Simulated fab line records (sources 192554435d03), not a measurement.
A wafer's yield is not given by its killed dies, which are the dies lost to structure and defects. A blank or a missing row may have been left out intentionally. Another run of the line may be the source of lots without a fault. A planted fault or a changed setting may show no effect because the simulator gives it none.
Chamber matching | flow n5Finfet | uvCure-03 running N5_BEOL_M11_CURE_71: 3 sister chambers
The step cures SiCOH lowk, time 240 s. 14 wafers are shown with their chamber, then 7 later ones without.

WAFERS PAIRED WITH THEIR CHAMBERS
wafer  | chamber | wafer_temp_C_max | lampPowerPct (%)
L079.1 | 1       | 386.7            | 52.33
L079.4 | 1       | 387.4            | 52.26
L079.6 | 1       | 385.7            | 52.29
L081.3 | 1       | 387.2            | 52.25
L081.4 | 1       | 386.6            | 52.32
L081.6 | 1       | 386.9            | 52.32
L083.2 | 1       | 386.5            | 52.31
L083.5 | 1       | 386.6            | 52.33
L083.6 | 1       | 386.6            | 52.29
L085.2 | 2       | 387.3            | 52.28
L085.4 | 2       | 387.2            | 52.30
L085.6 | 2       | 387.9            | 52.45
L088.1 | 0       | 388.0            | 52.30
L088.4 | 0       | 387.4            | 52.23

SIGNATURES (averages over the wafers above)
reading          | chamber 0 | chamber 1 | chamber 2 | scatter within a chamber
wafer_temp_C_max | 387.700   | 386.689   | 387.467   | 0.459
lampPowerPct     | 52.2650   | 52.3000   | 52.3433   | 0.0493
Rule: for a wafer and a chamber, the distance is found by dividing, reading by reading, the gap between the wafer's reading and the chamber's mean by the reading's scatter, squaring, summing and taking the root. The wafer belongs to the nearest chamber; if the next one is less than 2 further off, it can't be placed. How the scatter is found: for the shown wafers, subtract from each reading the mean of its chamber, square and add these, divide the total by (wafers less chambers), then take the root.

WAFERS WITH NO CHAMBER GIVEN
wafer  | wafer_temp_C_max | lampPowerPct (%)
L088.5 | 388.5            | 52.46
L095.1 | 388.0            | 52.29
L095.3 | 387.5            | 52.27
L095.6 | 387.5            | 52.38
L097.1 | 387.9            | 52.29
L097.3 | 387.3            | 52.40
L097.6 | 387.2            | 52.27

WHICH CHAMBER EACH WENT THROUGH
wafer  | from the rows above          | in truth
L088.5 | can't be placed: 2 or 0 or 1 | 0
L095.1 | can't be placed: 0 or 2      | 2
L095.3 | can't be placed: 0 or 2 or 1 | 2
L095.6 | can't be placed: 2 or 0 or 1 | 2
L097.1 | can't be placed: 0 or 2 or 1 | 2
L097.3 | can't be placed: 2 or 1 or 0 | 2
L097.6 | can't be placed: 0 or 1 or 2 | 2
Correctly placed: 0 of 7. From these rows, 7 cannot be placed; in 7 the true chamber is one of the candidates. Placed wrongly: 0.
